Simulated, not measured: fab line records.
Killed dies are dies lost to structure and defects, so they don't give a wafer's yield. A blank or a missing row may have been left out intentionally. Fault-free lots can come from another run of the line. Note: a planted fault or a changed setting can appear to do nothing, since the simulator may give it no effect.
fab line records	flow n5-finfet
record: lots: 7	wafers: 21
route steps=1938 shown BEOL_M0_SAQP@638 BEOL_M1@754 BEOL_M2@846
start-h: start of the lot's first displayed wafer, in hours after the record's first day	wait-h: hours from the lot's prior step to this one	" repeats the value in the row above	L1.1+2: one row covering several wafers at once	- value missing, or start not given	* or withheld: withheld	< > ~ a bound
route shown NAME@n: NAME is a module with steps in the file, n the number in the route of the first one	usual: mean/standard deviation of fault-free wafers	same: alike in all rows	chamber/n: place in a boat	sites: each site's reading	_std_site: standard deviation of those values	_edge_site: the outer-site mean with the inner-site mean subtracted	radius-mm: how far each site lies from the wafer's centre	mask NAME#n: copy n	behind: the tool/chamber that last shaped the wafer	hold: why the lot was held/for how many hours/how that ended	device: whichever transistor did not switch (one of n, p or np)	end of line: the same wafers' tests at the end of the route	a step given without rows: its recipe and nothing more	killed: dies that structure and defects cost at the first sort, which is not the same as the wafer's yield	map: shows each die of a wafer: x if killed, . if not, _ if none is there
set.NAME: the run value of the setting; set.NAME@STEP: its run value at that earlier step	model.NAME: the simulator's own value behind a step, which no gauge read
lots run with intentionally changed settings; tables by step, rows by wafer
== steps ==
step: N5_BEOL_M0_SAQP_PECVD_04
recipe: material: a-Si	target-thk-a: 600	temp-c: 350	precursor: SiH4/He	pressure-torr: 3	rf-w: 100	time-s: 60.2
lot.wafer	tool	chamber	start-h	wait-h	set.time-s	model.a-Si_of_BEOL_M0_SAQP_PECVD_04.thk-nm
L074.1	pecvd-04	1	111.64	0.0	52.38	53.2
L074.2	"	2	"	"	60.2	60.4
L074.4	"	1	"	"	52.38	53.8
L075.4	pecvd-02	2	114.61	0.0	60.2	60.6
L075.5+6	"	1,0	"	"	60.2	60.2
L078.1	pecvd-01	1	131.15	0.0	68.8	67.6
L078.3	"	2	"	"	60.2	59.4
L078.6	"	1	"	"	60.2	60.8
L081.3	pecvd-02	2	152.67	0.0	60.2	59.6
L081.4	"	2	"	"	53.44	53.8
L081.5	"	1	"	"	53.44	53
L089.2	pecvd-02	1	202.82	0.0	57.06	57.6
L089.5	"	1	"	"	57.06	57.4
L089.6	"	0	"	"	60.2	61.2
L090.1	pecvd-02	0	208.51	0.0	60.2	58.8
L090.2	"	1	"	"	60.2	59.8
L090.4	"	0	"	"	60.2	60
L091.1	pecvd-01	1	211.75	0.0	60.2	59.8
L091.3	"	0	"	"	62.59	61.2
L091.5	"	0	"	"	62.59	62.4
step: N5_BEOL_M0_SAQP_THK_MEAS_05
usual: thk-nm: 60.0/0.76
lot.wafer	tool	chamber	start-h	wait-h	set.time-s@BEOL_M0_SAQP_PECVD_04	thk-nm
L074.1	film-metro-02	-	111.73	0.1	52.38	53.2
L074.2	"	-	"	"	60.2	60.4
L074.4	"	-	"	"	52.38	53.8
L075.4	film-metro-02	-	114.68	0.0	60.2	60.7
L075.5	"	-	"	"	60.2	60.2
L075.6	"	-	"	"	60.2	60.2
L078.1	film-metro-02	-	131.25	0.1	68.8	67.7
L078.3	"	-	"	"	60.2	59.4
L078.6	"	-	"	"	60.2	60.9
L081.3	film-metro-02	-	152.77	0.1	60.2	59.7
L081.4	"	-	"	"	53.44	53.9
L081.5	"	-	"	"	53.44	53.0
L089.2	film-metro-02	-	202.95	0.1	57.06	57.6
L089.5	"	-	"	"	57.06	57.4
L089.6	"	-	"	"	60.2	61.3
L090.1	film-metro-01	-	208.65	0.1	60.2	58.8
L090.2	"	-	"	"	60.2	59.7
L090.4	"	-	"	"	60.2	60.0
L091.1	film-metro-01	-	211.85	0.1	60.2	59.8
L091.3	"	-	"	"	62.59	61.1
L091.5	"	-	"	"	62.59	62.4
step: N5_BEOL_M0_SAQP_COAT_82
recipe: resist: SiARC	temp-c: 220	time-s: 60	spin-rpm: 1500	resist-thk-nm: 30
lot.wafer	tool	chamber	start-h	wait-h	set.spin-rpm	model.SiARC_of_BEOL_M0_SAQP_COAT_82.thk-nm
L074.1	litho-track-02	0	-	-	1500	30
L074.2+4	"	0	"	"	1351	31.6
L075.4+5+6	litho-track-01	0	-	-	1500	30
L078.1	litho-track-02	0	-	-	1400	31.2
L078.3+6	"	0	"	"	1500	30
L081.3+5	litho-track-02	0	-	-	1661	28.6
L081.4	"	0	"	"	1500	30
L089.2+6	litho-track-03	0	-	-	1500	30
L089.5	"	0	"	"	1457	30.4
L090.1	litho-track-01	0	-	-	1666	28.4
L090.2+4	"	0	"	"	1500	30
L091.1+3	litho-track-02	0	-	-	1500	29.8
L091.5	"	0	"	"	1500	30
step: N5_BEOL_M0_SAQP_COAT_08
recipe: resist: CAR-ArF	spin-rpm: 1500	resist-thk-nm: 90
step: N5_BEOL_M0_SAQP_EBR_10
recipe: solvent: PGMEA	ebr-width-mm: 1.5
step: N5_BEOL_M0_SAQP_DESCUM_19
recipe: chemistry: O2	time-s: 7.9	source-power-w: 50	bias-power-w: 20	pressure-mtorr: 20	rf-frequency-hz: 2.712e+07	temp-c: 40	resist: CAR-ArF	o2-flow-sccm: 225
step: N5_BEOL_M0_SAQP_ETCH_83
recipe: chemistry: CF4	target: SiARC	target-depth-a: 390	mask-material: CAR-ArF	time-s: 65	ion-energy-ev: 80	pressure-mtorr: 40	source-w: 545	bias-w: 36	Ar_flow_sccm: 100	cf4-flow-sccm: 100	ends: cleared
lot.wafer	tool	chamber	start-h	wait-h	set.spin-rpm@BEOL_M0_SAQP_COAT_82	model.CAR-ArF_of_BEOL_M0_SAQP_COAT_08.thk-nm	model.etch.depth-nm
L074.1	rie-diel-01	1	112.64	0.0	1500	55.8	29.99
L074.2	"	2	"	"	1351	53.8	31.68
L074.4	"	0	"	"	1351	54	31.6
L075.4	rie-diel-03	1	115.30	0.0	1500	55.6	29.93
L075.5	"	2	"	"	1500	55.6	29.91
L075.6	"	3	"	"	1500	55.8	29.92
L078.1	rie-diel-02	0	131.86	0.0	1400	54.4	31.18
L078.3	"	2	"	"	1500	55.6	30.03
L078.6	"	0	"	"	1500	55.8	29.97
L081.3	rie-diel-03	2	153.37	0.0	1661	56.8	28.57
L081.4	"	0	"	"	1500	55.4	30.09
L081.5	"	3	"	"	1661	57	28.55
L089.2	rie-diel-01	2	203.56	0.0	1500	55.8	29.96
L089.5	"	2	"	"	1457	55.2	30.43
L089.6	"	3	"	"	1500	55.8	29.99
L090.1	rie-diel-02	0	209.26	0.0	1666	57.2	28.5
L090.2	"	2	"	"	1500	55.8	30.01
L090.4	"	3	"	"	1500	55.6	30.03
L091.1	rie-diel-01	2	212.48	0.0	1500	55.8	29.81
L091.3	"	1	"	"	1500	56	29.82
L091.5	"	1	"	"	1500	55.6	29.91
step: N5_BEOL_M0_SAQP_ETCH_84
recipe: chemistry: N2/H2	target: SOC	target-depth-a: 1000	overetch-a: 200	mask-material: SiARC	temp-c: 40	time-s: 150	ion-energy-ev: 200	pressure-mtorr: 30	source-w: 840	bias-w: 150	n2-flow-sccm: 200	h2-flow-sccm: 200
step: N5_BEOL_M0_SAQP_STRIP_80
recipe: chemistry: N2/H2	temp-c: 40	n2-flow-sccm: 200	h2-flow-sccm: 200	rf-frequency-hz: 6e+07
step: N5_BEOL_M0_SAQP_HM_OPEN_112
recipe: chemistry: CHF3/O2	target: SiO2	stop-on: a-Si	target-depth-a: 120	over-etch-frac: 1.25	mask-material: SOC	time-s: 13.5	pressure-mtorr: 30	source-w: 650	bias-w: 170	Ar_flow_sccm: 200	CHF3_flow_sccm: 50	O2_flow_sccm: 5	ion-energy-ev: 200	ends: end-point
lot.wafer	tool	chamber	start-h	wait-h	set.spin-rpm@BEOL_M0_SAQP_COAT_82	model.SiARC_of_BEOL_M0_SAQP_COAT_82.thk-nm
L074.1	rie-diel-01	1	112.80	0.0	1500	4.4
L074.2	"	2	"	"	1351	6.4
L074.4	"	0	"	"	1351	5.6
L075.4	rie-diel-03	1	115.46	0.0	1500	5.6
L075.5	"	2	"	"	1500	6.2
L075.6	"	3	"	"	1500	4.6
L078.1	rie-diel-02	0	132.02	0.0	1400	6.4
L078.3	"	2	"	"	1500	6.2
L078.6	"	0	"	"	1500	5.2
L081.3	rie-diel-03	2	153.53	0.0	1661	3.8
L081.4	"	0	"	"	1500	6.2
L081.5	"	3	"	"	1661	3.4
L089.2	rie-diel-01	2	203.71	0.0	1500	4.8
L089.5	"	2	"	"	1457	5.4
L089.6	"	3	"	"	1500	5
L090.1	rie-diel-02	0	209.42	0.0	1666	4
L090.2	"	2	"	"	1500	6.2
L090.4	"	3	"	"	1500	5.6
L091.1	rie-diel-01	2	212.63	0.0	1500	4.8
L091.3	"	1	"	"	1500	4.2
L091.5	"	1	"	"	1500	4.6
step: N5_BEOL_M0_SAQP_STRIP_113
recipe: chemistry: CHF3/O2	resist: SiARC	rf-frequency-hz: 6e+07
step: N5_BEOL_M0_SAQP_MANDREL_ETCH_20
recipe: target-depth-a: 600	chemistry: HBr/Cl2	target: a-Si	stop-on: SiNx	bt-time-s: 10	mask-material: SOC	over-etch-frac: 0.5	time-s: 30	pressure-mtorr: 10	icp-w: 800	bias-w: 75	HBr_flow_sccm: 150	Cl2_flow_sccm: 80	ends: end-point
usual: oes-product-au: 0.778/0.012
lot.wafer	tool	chamber	start-h	wait-h	set.time-s@BEOL_M0_SAQP_PECVD_04	oes-product-au	model.etch.depth-nm
L074.1	rie-si-05	0	112.88	0.0	52.38	0.717	53.28
L074.2	"	2	"	"	60.2	0.783	60.43
L074.4	"	1	"	"	52.38	0.718	53.79
L075.4	rie-si-02	2	115.54	0.0	60.2	0.792	60.7
L075.5	"	3	"	"	60.2	0.777	60.13
L075.6	"	2	"	"	60.2	0.788	60.11
L078.1	rie-si-02	3	132.10	0.0	68.8	0.834	67.67
L078.3	"	2	"	"	60.2	0.776	59.41
L078.6	"	3	"	"	60.2	0.787	60.9
L081.3	rie-si-02	2	153.61	0.0	60.2	0.778	59.64
L081.4	"	1	"	"	53.44	0.725	53.84
L081.5	"	3	"	"	53.44	0.725	53.01
L089.2	rie-si-05	0	203.80	0.0	57.06	0.746	57.6
L089.5	"	3	"	"	57.06	0.757	57.44
L089.6	"	2	"	"	60.2	0.788	61.29
L090.1	rie-si-05	1	209.50	0.0	60.2	0.756	58.82
L090.2	"	0	"	"	60.2	0.761	59.74
L090.4	"	3	"	"	60.2	0.787	59.96
L091.1	rie-si-04	0	212.72	0.0	60.2	0.786	59.78
L091.3	"	2	"	"	62.59	0.786	61.1
L091.5	"	1	"	"	62.59	0.797	62.45
step: N5_BEOL_M0_SAQP_SPACER1_ALD_98
recipe: material: SiO2	target-thk-a: 128	temp-c: 300	ald-precursor-family: BDEAS	ald-co-reactant: O2-plasma	pulse-time-s: 1	purge-time-s: 2	co-reactant-purge-time-s: 2	ald-cycles: 138	pressure-torr: 2
lot.wafer	tool	chamber	start-h	wait-h	set.temp-c	model.SiO2_of_BEOL_M0_SAQP_SPACER1_ALD_98.thk-nm
L074.1	ald-sin-03	2	113.50	0.3	300	13
L074.2+4	"	1,0	"	"	300	12.8
L075.4+5+6	ald-sin-03	1,0,3	116.36	0.2	300	12.8
L078.1+3+6	ald-sin-01	2,1,3	132.71	0.3	300	12.8
L081.3	ald-sin-03	0	154.27	0.1	287.2	13.4
L081.4+5	"	2,0	"	"	300	12.8
L089.2	ald-sin-03	2	205.26	0.9	294.6	13
L089.5	"	1	"	"	294.6	13.2
L089.6	"	0	"	"	300	12.8
L090.1+4	ald-sin-01	2,1	210.61	0.8	300	12.8
L090.2	"	0	"	"	292.7	13.2
L091.1+3+5	ald-sin-01	1,0,3	213.46	0.3	295.7	13
step: N5_BEOL_M0_SAQP_ETCH_106
recipe: chemistry: N2/H2	target: SOC	target-depth-a: 1500	stop-on: SiNx	ion-energy-ev: 100	bias-w: 61	pressure-mtorr: 30	source-w: 850	n2-flow-sccm: 200	h2-flow-sccm: 200
lot.wafer	tool	chamber	start-h	wait-h	set.target-depth-a	model.SOC_of_BEOL_M0_SAQP_COAT_105.thk-nm
L074.1	rie-diel-03	2	115.13	-	1388	33.8
L074.2	"	3	"	"	1388	30.2
L074.4	"	0	"	"	1500	26
L075.4	rie-diel-01	3	118.14	-	1500	23.8
L075.5	"	3	"	"	1500	23.6
L075.6	"	0	"	"	1500	20.4
L078.1	rie-diel-02	2	134.09	-	1500	26
L078.3+6	"	3,1	"	"	1500	22.6
L081.3	rie-diel-02	0	155.65	-	1500	24.6
L081.4	"	0	"	"	1591	19.8
L081.5	"	2	"	"	1500	26.6
L089.2	rie-diel-01	0	206.64	-	1500	21.6
L089.5	"	1	"	"	1332	32.2
L089.6	"	0	"	"	1332	29.6
L090.1	rie-diel-01	1	212.04	-	1500	23.8
L090.2	"	2	"	"	1500	26
L090.4	"	2	"	"	1500	26.4
L091.1	rie-diel-01	3	214.84	-	1500	24.2
L091.3	"	1	"	"	1500	23.6
L091.5	"	2	"	"	1433	29.6
step: N5_BEOL_M0_SAQP_ETCH_107
recipe: chemistry: CH3F/O2	target: SiNx	target-depth-a: 300	mask-material: SOC	pressure-mtorr: 30	source-w: 395	bias-w: 73	Ar_flow_sccm: 150	CH3F_flow_sccm: 30	O2_flow_sccm: 20	ion-energy-ev: 120
lot.wafer	tool	chamber	start-h	wait-h	set.target-depth-a@BEOL_M0_SAQP_ETCH_106	model.SOC_of_BEOL_M0_SAQP_COAT_105.thk-nm
L074.1	rie-diel-03	2	115.19	0.0	1388	23.6
L074.2	"	3	"	"	1388	19.2
L074.4	"	0	"	"	1500	15.4
L075.4	rie-diel-01	3	118.20	0.0	1500	12.8
L075.5	"	3	"	"	1500	12.6
L075.6	"	0	"	"	1500	9
L078.1	rie-diel-02	2	134.15	0.0	1500	15.4
L078.3+6	"	3,1	"	"	1500	11.6
L081.3	rie-diel-02	0	155.71	0.0	1500	13.8
L081.4	"	0	"	"	1591	8.8
L081.5	"	2	"	"	1500	16
L089.2	rie-diel-01	0	206.70	0.0	1500	10.4
L089.5	"	1	"	"	1332	21.2
L089.6	"	0	"	"	1332	18.4
L090.1	rie-diel-01	1	212.10	0.0	1500	12.6
L090.2	"	2	"	"	1500	15.2
L090.4	"	2	"	"	1500	15.6
L091.1	rie-diel-01	3	214.90	0.0	1500	13.2
L091.3	"	1	"	"	1500	12.6
L091.5	"	2	"	"	1433	18.6
step: N5_BEOL_M1_HM_DEP_02
recipe: material: TiN	target-thk-a: 200	temp-c: 25	chamber-pressure-pa: 0.49996
lot.wafer	tool	chamber	start-h	wait-h	set.target-thk-a	model.TiN_of_BEOL_M1_HM_DEP_02.thk-nm
L074.1+4	pvd-sputter-02	-	124.59	1.0	226.8	23
L074.2	"	-	"	"	200	19.8
L075.4	pvd-sputter-01	-	128.87	0.4	200	19.8
L075.5+6	"	-	"	"	200	20
L078.1+3	pvd-sputter-01	-	147.02	1.9	200	20.2
L078.6	"	-	"	"	200	20
L081.3+5	pvd-sputter-02	-	166.16	0.9	200	20.4
L081.4	"	-	"	"	200	19.8
L089.2	pvd-sputter-02	-	217.56	1.0	200	19.6
L089.5	"	-	"	"	200	20
L089.6	"	-	"	"	200	20.4
L090.1	pvd-sputter-02	-	222.60	1.5	213.4	22.2
L090.2	"	-	"	"	200	20.4
L090.4	"	-	"	"	200	21
L091.1+5	pvd-sputter-03	-	222.90	0.7	200	19.8
L091.3	"	-	"	"	174	17.4
step: N5_BEOL_M1_COAT_61
recipe: resist: SOC	temp-c: 250	time-s: 60	spin-rpm: 1500	resist-thk-nm: 60
step: N5_BEOL_M1_COAT_62
recipe: resist: SiARC	temp-c: 220	time-s: 60	spin-rpm: 1500	resist-thk-nm: 12
step: N5_BEOL_M1_STRIP_75
recipe: chemistry: N2/H2	temp-c: 40	n2-flow-sccm: 200	h2-flow-sccm: 200	rf-frequency-hz: 6e+07
step: N5_BEOL_M1_STRIP_66
recipe: chemistry: CF4	resist: SiARC	power-w: 300	bias-power-w: 75	pressure-mtorr: 50	cf4-flow-sccm: 150	rf-frequency-hz: 6e+07
step: N5_BEOL_M1_HM_OPEN_17
recipe: chemistry: Cl2/BCl3	target-depth-a: 200	overetch-a: 60	target: TiN	mask-material: SOC	ion-energy-ev: 150	pressure-mtorr: 10	icp-w: 1000	bias-w: 126	Cl2_flow_sccm: 53.25	bcl3-flow-sccm: 21.75	Ar_flow_sccm: 25
lot.wafer	tool	chamber	start-h	wait-h	set.target-thk-a@BEOL_M1_HM_DEP_02	model.etch.depth-nm
L074.1	rie-metal-02	1	125.35	0.0	226.8	23.06
L074.2	"	0	"	"	200	19.83
L074.4	"	0	"	"	226.8	23.05
L075.4	rie-metal-01	1	129.66	0.1	200	19.71
L075.5	"	1	"	"	200	20
L075.6	"	0	"	"	200	20.01
L078.1	rie-metal-03	0	147.91	0.0	200	20.14
L078.3	"	0	"	"	200	20.2
L078.6	"	1	"	"	200	20.07
L081.3	rie-metal-02	0	166.95	0.1	200	20.32
L081.4	"	1	"	"	200	19.9
L081.5	"	1	"	"	200	20.44
L089.2	rie-metal-01	0	218.32	0.0	200	19.69
L089.5	"	1	"	"	200	20.04
L089.6	"	0	"	"	200	20.45
L090.1	rie-metal-02	0	223.58	0.0	213.4	22.24
L090.2	"	1	"	"	200	20.33
L090.4	"	1	"	"	200	20.92
L091.1	rie-metal-01	1	223.82	0.0	200	19.75
L091.3	"	0	"	"	174	17.46
L091.5	"	1	"	"	200	19.83
step: N5_BEOL_M1_VIA_ETCH_34
recipe: chemistry: C4F6/O2	target-depth-a: 678	mask-material: SOC	pressure-mtorr: 15	ion-energy-ev: 250	taper-deg: 4	time-s: 64.4	source-w: 350	bias-w: 170	Ar_flow_sccm: 300	C4F6_flow_sccm: 10	O2_flow_sccm: 10
usual: rf-vpp-V: 662/16
lot.wafer	tool	chamber	start-h	wait-h	set.bias-w	rf-vpp-V
L074.1	rie-diel-02	3	130.49	0.0	189.1	711
L074.2	"	0	"	"	170	654
L074.4	"	2	"	"	189.1	694
L075.4	rie-diel-03	1	131.80	0.0	170	660
L075.5	"	0	"	"	170	652
L075.6	"	3	"	"	170	687
L078.1	rie-diel-02	0	149.07	0.0	180.6	685
L078.3	"	2	"	"	180.6	670
L078.6	"	2	"	"	170	640
L081.3	rie-diel-03	1	170.64	0.0	170	657
L081.4	"	2	"	"	170	658
L081.5	"	3	"	"	170	685
L089.2	rie-diel-01	2	219.70	0.0	170	700
L089.5	"	2	"	"	192	770
L089.6	"	3	"	"	170	666
L090.1	rie-diel-03	0	225.19	0.0	170	652
L090.2	"	3	"	"	179.5	715
L090.4	"	2	"	"	170	657
L091.1	rie-diel-02	1	225.33	0.0	170	665
L091.3	"	0	"	"	170	653
L091.5	"	2	"	"	170	637
step: N5_BEOL_M1_TRENCH_ETCH_37
recipe: chemistry: C4F6/O2	target-depth-a: 552.07	target: SiOC	time-s: 29	ion-energy-ev: 250	pressure-mtorr: 30	source-w: 355	bias-w: 185	Ar_flow_sccm: 300	C4F6_flow_sccm: 10	O2_flow_sccm: 10
lot.wafer	tool	chamber	start-h	wait-h	set.source-w	model.BEOL_M1.feature-depth-nm	model.etch.depth-nm
L074.1	rie-diel-02	3	-	-	355	55.6	55.52
L074.2	"	0	"	"	315.7	52.8	52.89
L074.4	"	2	"	"	355	53	53.09
L075.4	rie-diel-03	1	-	-	355	53.8	53.89
L075.5	"	0	"	"	355	53.2	53.29
L075.6	"	3	"	"	355	54.2	54.17
L078.1	rie-diel-02	0	-	-	355	55	55.02
L078.3	"	2	"	"	355	53.4	53.46
L078.6	"	2	"	"	301.8	50.4	50.42
L081.3	rie-diel-03	1	-	-	334.8	53.8	53.74
L081.4	"	2	"	"	355	55.4	55.35
L081.5	"	3	"	"	334.8	53.8	53.82
L089.2	rie-diel-01	2	-	-	309.6	51.4	51.42
L089.5	"	2	"	"	309.6	50.8	50.75
L089.6	"	3	"	"	355	54.4	54.43
L090.1	rie-diel-03	0	-	-	355	54.2	54.3
L090.2	"	3	"	"	355	55	54.91
L090.4	"	2	"	"	375	56.4	56.45
L091.1	rie-diel-02	1	-	-	416.6	58	57.97
L091.3	"	0	"	"	355	55.4	55.38
L091.5	"	2	"	"	355	54	53.94
step: N5_BEOL_M1_ETCH_41
recipe: chemistry: CH3F/O2	target: SiCN	target-depth-a: 319	taper-deg: 2	time-s: 57.8	ion-energy-ev: 120	mask-material: TiN	pressure-mtorr: 30	source-w: 395	bias-w: 75	Ar_flow_sccm: 150	CH3F_flow_sccm: 30	O2_flow_sccm: 20
step: N5_BEOL_M1_STRIP_97
recipe: chemistry: N2/H2	time-s: 10	power-w: 450	temp-c: 40	pressure-mtorr: 20	rf-frequency-hz: 6e+07	bias-power-w: 7	n2-flow-sccm: 200	h2-flow-sccm: 200
step: N5_BEOL_M1_OCD_MEAS_38
usual: trench-depth-nm: 55.0/1
lot.wafer	tool	chamber	start-h	wait-h	set.source-w@BEOL_M1_TRENCH_ETCH_37	trench-depth-nm
L074.1	ocd-01	-	130.74	-	355	55.9
L074.2	"	-	"	"	315.7	52.6
L074.4	"	-	"	"	355	52.9
L075.4	ocd-01	-	132.04	-	355	53.8
L075.5	"	-	"	"	355	53.2
L075.6	"	-	"	"	355	54.2
L078.1	ocd-01	-	149.32	-	355	55.2
L078.3	"	-	"	"	355	53.6
L078.6	"	-	"	"	301.8	50.6
L081.3	ocd-02	-	170.90	-	334.8	53.9
L081.4	"	-	"	"	355	55.0
L081.5	"	-	"	"	334.8	54.0
L089.2	ocd-01	-	219.97	-	309.6	51.5
L089.5	"	-	"	"	309.6	50.7
L089.6	"	-	"	"	355	54.1
L090.1	ocd-02	-	225.44	-	355	54.1
L090.2	"	-	"	"	355	55.4
L090.4	"	-	"	"	375	56.7
L091.1	ocd-01	-	225.59	-	416.6	57.8
L091.3	"	-	"	"	355	55.6
L091.5	"	-	"	"	355	54.0
step: N5_BEOL_M2_COAT_62
recipe: resist: SiARC	temp-c: 220	time-s: 60	spin-rpm: 1500	resist-thk-nm: 12
lot.wafer	tool	chamber	start-h	wait-h	set.spin-rpm	model.SiARC_of_BEOL_M2_COAT_62.thk-nm
L074.1+2	litho-track-05	0	-	-	1337	12.6
L074.4	"	0	"	"	1500	12
L075.4+5+6	litho-track-03	0	-	-	1500	12
L078.1+6	litho-track-03	0	-	-	1408	12.4
L078.3	"	0	"	"	1500	12
L081.3+4	litho-track-02	0	-	-	1500	12
L081.5	"	0	"	"	1639	11.4
L089.2	litho-track-02	0	-	-	1500	12
L089.5	"	0	"	"	1360	12.4
L089.6	"	0	"	"	1360	12.6
L090.1+2+4	litho-track-03	0	-	-	1500	12
L091.1	litho-track-02	0	-	-	1500	12
L091.3+5	"	0	"	"	1337	12.8
== key ==
split: step: N5_BEOL_M0_SAQP_PECVD_04	setting: time-s	stated: 60.2	by: wafer
response: step: N5_BEOL_M0_SAQP_PECVD_04	reading: model.a-Si_of_BEOL_M0_SAQP_PECVD_04.thk-nm	change: +0.542	per: 1%	r: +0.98
response: step: N5_BEOL_M0_SAQP_THK_MEAS_05	reading: thk-nm	change: *	per: 1%	r: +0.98
response: step: N5_BEOL_M0_SAQP_MANDREL_ETCH_20	reading: oes-product-au	change: +0.00443	per: 1%	r: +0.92
response: step: N5_BEOL_M0_SAQP_MANDREL_ETCH_20	reading: model.etch.depth-nm	change: +0.543	per: 1%	r: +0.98
split: step: N5_BEOL_M0_SAQP_COAT_82	setting: spin-rpm	stated: 1500	by: wafer
response: step: N5_BEOL_M0_SAQP_COAT_82	reading: model.SiARC_of_BEOL_M0_SAQP_COAT_82.thk-nm	change: -0.149	per: 1%	r: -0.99
response: step: N5_BEOL_M0_SAQP_ETCH_83	reading: model.CAR-ArF_of_BEOL_M0_SAQP_COAT_08.thk-nm	change: +0.159	per: 1%	r: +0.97
response: step: N5_BEOL_M0_SAQP_ETCH_83	reading: model.etch.depth-nm	change: -0.151	per: 1%	r: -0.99
response: step: N5_BEOL_M0_SAQP_HM_OPEN_112	reading: model.SiARC_of_BEOL_M0_SAQP_COAT_82.thk-nm	change: -0.182	per: 1%	r: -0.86
split: step: N5_BEOL_M0_SAQP_SPACER1_ALD_98	setting: temp-c	stated: 300	by: wafer
response: step: N5_BEOL_M0_SAQP_SPACER1_ALD_98	reading: model.SiO2_of_BEOL_M0_SAQP_SPACER1_ALD_98.thk-nm	change: -0.149	per: 1%	r: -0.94
split: step: N5_BEOL_M0_SAQP_ETCH_106	setting: target-depth-a	stated: 1500	by: wafer
response: step: N5_BEOL_M0_SAQP_ETCH_106	reading: model.SOC_of_BEOL_M0_SAQP_COAT_105.thk-nm	change: -0.881	per: 1%	r: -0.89
response: step: N5_BEOL_M0_SAQP_ETCH_107	reading: model.SOC_of_BEOL_M0_SAQP_COAT_105.thk-nm	change: -0.893	per: 1%	r: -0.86
split: step: N5_BEOL_M1_HM_DEP_02	setting: target-thk-a	stated: 200	by: wafer
response: step: N5_BEOL_M1_HM_DEP_02	reading: model.TiN_of_BEOL_M1_HM_DEP_02.thk-nm	change: +0.214	per: 1%	r: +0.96
response: step: N5_BEOL_M1_HM_OPEN_17	reading: model.etch.depth-nm	change: +0.215	per: 1%	r: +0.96
split: step: N5_BEOL_M1_VIA_ETCH_34	setting: bias-w	stated: 170	by: wafer
response: step: N5_BEOL_M1_VIA_ETCH_34	reading: rf-vpp-V	change: +6.15	per: 1%	r: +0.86
split: step: N5_BEOL_M1_TRENCH_ETCH_37	setting: source-w	stated: 355	by: wafer
response: step: N5_BEOL_M1_TRENCH_ETCH_37	reading: model.BEOL_M1.feature-depth-nm	change: +0.22	per: 1%	r: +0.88
response: step: N5_BEOL_M1_TRENCH_ETCH_37	reading: model.etch.depth-nm	change: +0.22	per: 1%	r: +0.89
response: step: N5_BEOL_M1_OCD_MEAS_38	reading: trench-depth-nm	change: +0.211	per: 1%	r: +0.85
split: step: N5_BEOL_M2_COAT_62	setting: spin-rpm	stated: 1500	by: wafer
response: step: N5_BEOL_M2_COAT_62	reading: model.SiARC_of_BEOL_M2_COAT_62.thk-nm	change: -0.0624	per: 1%	r: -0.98
